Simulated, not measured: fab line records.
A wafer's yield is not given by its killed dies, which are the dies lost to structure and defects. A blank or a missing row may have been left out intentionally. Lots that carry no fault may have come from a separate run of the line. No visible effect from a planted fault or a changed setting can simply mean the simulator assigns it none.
fab line records ; flow n5Finfet
record lots=7; wafers=21; lastDay=18
route steps=1938 shown SD_EPI_N@289 SD_EPI_P@295
lots that met no fault: taken from a fault-free run of the same line
startH: hours from the record's first day to the start of the lot's first wafer shown ; waitH: how many hours have passed since the lot's step before this one ; " as in the row above ; L1.1+2: a row that stands for several wafers ; - no value, or no start was given ; * or withheld: withheld ; < > ~ a bound
route shown NAME@n: names a module that has steps shown in the file, with the first one's number in the route ; usual: mean/standard deviation taken from wafers without a fault ; same: alike in all rows ; chamber/n: place in a boat ; sites: readings site by site ; _std_site: standard deviation across them ; _edge_site: inner sites' mean taken away from outer sites' mean ; radiusMm: for every site, how far away it sits from the centre of the wafer ; mask NAME#n: copy n ; behind: tool/chamber where the wafer was last shaped ; hold: why the lot went on hold/how many hours it stayed there/how the hold came to an end ; device: transistor that didn't switch, given as n, p or np ; end of line: the tests these same wafers got at the end of their route ; a step without rows: its recipe alone ; killed: count of dies lost to structure and defects at first sort (not the wafer's yield) ; map: shows each die of a wafer: x if killed, . if not, _ if none is there
set.NAME: setting as actually run; set.NAME@STEP: the setting as run at that earlier step ; model.NAME: the simulator's own value behind a step, which no gauge read
lots at selected steps of the route; one table per step, one row per wafer
services: the hour from which a tool's chamber was out of use, counted from the record's first day as startH (under 0 if before that day), plus the number of hours and why
## steps
# step N5_SD_EPI_N_EPI_MEAS_23
# recipe mode=xrd
# usual thkNm=59.1/1.3
lot.wafer;tool;chamber;startH;waitH;thkNm
L619.3;filmMetro-01;-;57.35;0.9;56.7
L619.4;filmMetro-01;-;57.35;0.9;57.9
L619.5;filmMetro-01;-;57.35;0.9;58.2
L633.1;filmMetro-01;-;141.77;1.4;57.8
L633.2;filmMetro-01;-;141.77;1.4;59.7
L633.5;filmMetro-01;-;141.77;1.4;58.4
L634.1;filmMetro-01;-;152.04;1.9;60.0
L634.3;filmMetro-01;-;152.04;1.9;59.9
L634.5;filmMetro-01;-;152.04;1.9;58.5
L635.2;filmMetro-01;-;155.22;1.2;59.1
L635.4;filmMetro-01;-;155.22;1.2;59.1
L635.5;filmMetro-01;-;155.22;1.2;57.8
L638.3;filmMetro-01;-;174.78;1.5;57.2
L638.4;filmMetro-01;-;174.78;1.5;58.6
L638.5;filmMetro-01;-;174.78;1.5;59.2
L639.2;filmMetro-01;-;179.32;1.5;60.8
L639.4;filmMetro-01;-;179.32;1.5;59.4
L639.6;filmMetro-01;-;179.32;1.5;58.5
L641.1;filmMetro-02;-;190.44;1.9;57.4
L641.3;filmMetro-02;-;190.44;1.9;59.6
L641.5;filmMetro-02;-;190.44;1.9;58.6
# step N5_SD_EPI_N_PRECLEAN_24
# recipe chemistry=O3/DIW; timeS=60; tempC=22; o3Ppm=10
# step N5_SD_EPI_N_SRD_25
# recipe timeS=30; tempC=23; rinseLiquid=diw; dry=ipaMarangoni
# step N5_SD_EPI_N_PRECLEAN_49
# recipe chemistry=NF3:NH3; afsCycles=1; tempC=30; timeS=20; sublimationTempC=180; sublimationTimeS=60; pressureTorr=3; rfPowerW=30
# step N5_SD_EPI_N_LINER_46
# recipe material=SiNx; targetThkA=30; tempC=400; aldPrecursorFamily=SiH2I2; aldCoReactant=N2/H2-plasma; pressureTorr=2
# usual heaterPowerW=899/100
lot.wafer;tool;chamber;startH;waitH;heaterPowerW
L619.3;aldSin-03;0;58.21;0.7;758
L619.4;aldSin-03;1;58.21;0.7;971
L619.5;aldSin-03;3;58.21;0.7;846
L633.1;aldSin-03;1;142.07;0.2;968
L633.2;aldSin-03;2;142.07;0.2;965
L633.5;aldSin-03;2;142.07;0.2;942
L634.1;aldSin-03;0;152.44;0.3;761
L634.3;aldSin-03;3;152.44;0.3;838
L634.5;aldSin-03;2;152.44;0.3;949
L635.2;aldSin-01;1;155.52;0.1;755
L635.4;aldSin-01;2;155.52;0.1;1012
L635.5;aldSin-01;3;155.52;0.1;815
L638.3;aldSin-01;0;175.08;0.1;898
L638.4;aldSin-01;1;175.08;0.1;780
L638.5;aldSin-01;1;175.08;0.1;768
L639.2;aldSin-01;0;180.06;0.6;917
L639.4;aldSin-01;2;180.06;0.6;1023
L639.6;aldSin-01;1;180.06;0.6;766
L641.1;aldSin-01;2;190.76;0.2;981
L641.3;aldSin-01;0;190.76;0.2;919
L641.5;aldSin-01;1;190.76;0.2;785
# step N5_SD_EPI_N_INSPECT_26
# recipe inspectInstrument=darkfield; mode=postEpi
# usual rawDefectCount=221/49
lot.wafer;tool;chamber;startH;waitH;rawDefectCount
L619.3;defectInspect-01;-;58.47;0.2;170
L619.4;defectInspect-01;-;58.47;0.2;248
L619.5;defectInspect-01;-;58.47;0.2;234
L633.1;defectInspect-02;-;142.32;0.1;194
L633.2;defectInspect-02;-;142.32;0.1;257
L633.5;defectInspect-02;-;142.32;0.1;190
L634.1;defectInspect-02;-;152.69;0.1;219
L634.3;defectInspect-02;-;152.69;0.1;189
L634.5;defectInspect-02;-;152.69;0.1;203
L635.2;defectInspect-02;-;155.77;0.1;229
L635.4;defectInspect-02;-;155.77;0.1;226
L635.5;defectInspect-02;-;155.77;0.1;191
L638.3;defectInspect-01;-;175.35;0.2;226
L638.4;defectInspect-01;-;175.35;0.2;292
L638.5;defectInspect-01;-;175.35;0.2;224
L639.2;defectInspect-01;-;180.31;0.1;301
L639.4;defectInspect-01;-;180.31;0.1;308
L639.6;defectInspect-01;-;180.31;0.1;336
L641.1;defectInspect-01;-;191.01;0.1;189
L641.3;defectInspect-01;-;191.01;0.1;328
L641.5;defectInspect-01;-;191.01;0.1;225
# step N5_SD_EPI_P_COAT_34
# recipe resist=SOC; tempC=250; timeS=60; spinRpm=1500; resistThkNm=350
# step N5_SD_EPI_P_COAT_35
# recipe resist=SiARC; tempC=220; timeS=60; spinRpm=1500; resistThkNm=35
# step N5_SD_EPI_P_COAT_03
# recipe resist=CAR-ArF-block; spinRpm=1500; resistThkNm=150
# step N5_SD_EPI_P_EBR_05
# recipe solvent=PGMEA; ebrWidthMm=1.5
# step N5_SD_EPI_P_SOFTBAKE_04
# recipe tempC=110; timeS=60; resist=CAR-ArF-block
# step N5_SD_EPI_P_EXPOSE_06
# recipe maskId=SD_P_BLK; na=1.35; sourceShape=conventional; sigmaOuter=0.8; polarization=unpolarized; targetCdNm=240; doseMj=39.5
# step N5_SD_EPI_P_PEB_07
# recipe pebTempC=110; pebTimeS=60; resist=CAR-ArF-block
# usual chillPlateTempC=23.01/0.11; exhaustPa=44.9/0.86; resistLineTempC=23.03/0.12
lot.wafer;tool;chamber;startH;waitH;chillPlateTempC;exhaustPa;resistLineTempC
L619.3;lithoTrack-04;0;58.80;0.0;23.24;44.1;22.95
L619.4;lithoTrack-04;0;58.80;0.0;22.92;45.4;22.87
L619.5;lithoTrack-04;0;58.80;0.0;22.98;45.8;23.00
L633.1;lithoTrack-05;-;142.65;0.1;-;-;-
L633.2;lithoTrack-05;-;142.65;0.1;-;-;-
L633.5;lithoTrack-05;-;142.65;0.1;-;-;-
L634.1;lithoTrack-03;-;153.03;0.1;-;-;-
L634.3;lithoTrack-03;-;153.03;0.1;-;-;-
L634.5;lithoTrack-03;-;153.03;0.1;-;-;-
L635.2;lithoTrack-03;-;156.11;0.0;-;-;-
L635.4;lithoTrack-03;-;156.11;0.0;-;-;-
L635.5;lithoTrack-03;-;156.11;0.0;-;-;-
L638.3;lithoTrack-05;0;175.68;0.0;23.17;45.5;23.04
L638.4;lithoTrack-05;0;175.68;0.0;22.95;46.4;23.01
L638.5;lithoTrack-05;0;175.68;0.0;23.09;44.6;23.16
L639.2;lithoTrack-03;0;180.52;0.0;22.82;44.9;22.91
L639.4;lithoTrack-03;0;180.52;0.0;23.06;44.7;23.00
L639.6;lithoTrack-03;0;180.52;0.0;22.74;44.2;22.93
L641.1;lithoTrack-05;0;191.21;0.1;23.01;45.5;22.99
L641.3;lithoTrack-05;0;191.21;0.1;23.11;45.3;23.16
L641.5;lithoTrack-05;0;191.21;0.1;22.98;46.1;23.27
# step N5_SD_EPI_P_DEVELOP_08
# recipe developTimeS=30; developer=TMAH; resist=CAR-ArF-block; devTempC=23; rinseLiquid=diw; dry=airSpin
## services
tool;chamber;startH;hours;kind
aldSin-03;1;44.20;2.4;repair
lithoTrack-05;-;68.64;-;consumableReplace:filter
lithoTrack-05;-;121.52;-;consumableReplace:filter
aldSin-03;-;130.20;1.2;repair
aldSin-01;0;144.35;15.5;repair
aldSin-03;1;166.43;8.9;repair
## key
firstSign step=N5_SD_EPI_P_PEB_07; reading=toolRecord; direction=missing
effect none on later readings
metAt N5_SD_EPI_P_PEB_07
struckWafers L633.1,L633.2,L633.5,L634.1,L634.3,L634.5,L635.2,L635.4,L635.5
laterRowsLeftOut L633.1,L633.2,L633.5,L634.1,L634.3,L634.5,L635.2,L635.4,L635.5
sortLeftOut L633.1,L633.2,L633.5,L634.1,L634.3,L634.5,L635.2,L635.4,L635.5
fault kind=skippedStepWhole; tool=lithoTrack-03,lithoTrack-05; chamber=-; onsetH=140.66; steps=N5_SD_EPI_P_PEB_07; scope=struckLotsOnly
# sortLeftOut: the simulated sort isn't trusted on such a fault, so these wafers' sort isn't shown, and their yield isn't known
# laterRowsLeftOut: the simulator's readings of these wafers behind a module that went badly wrong aren't trusted and aren't shown, but for the sort
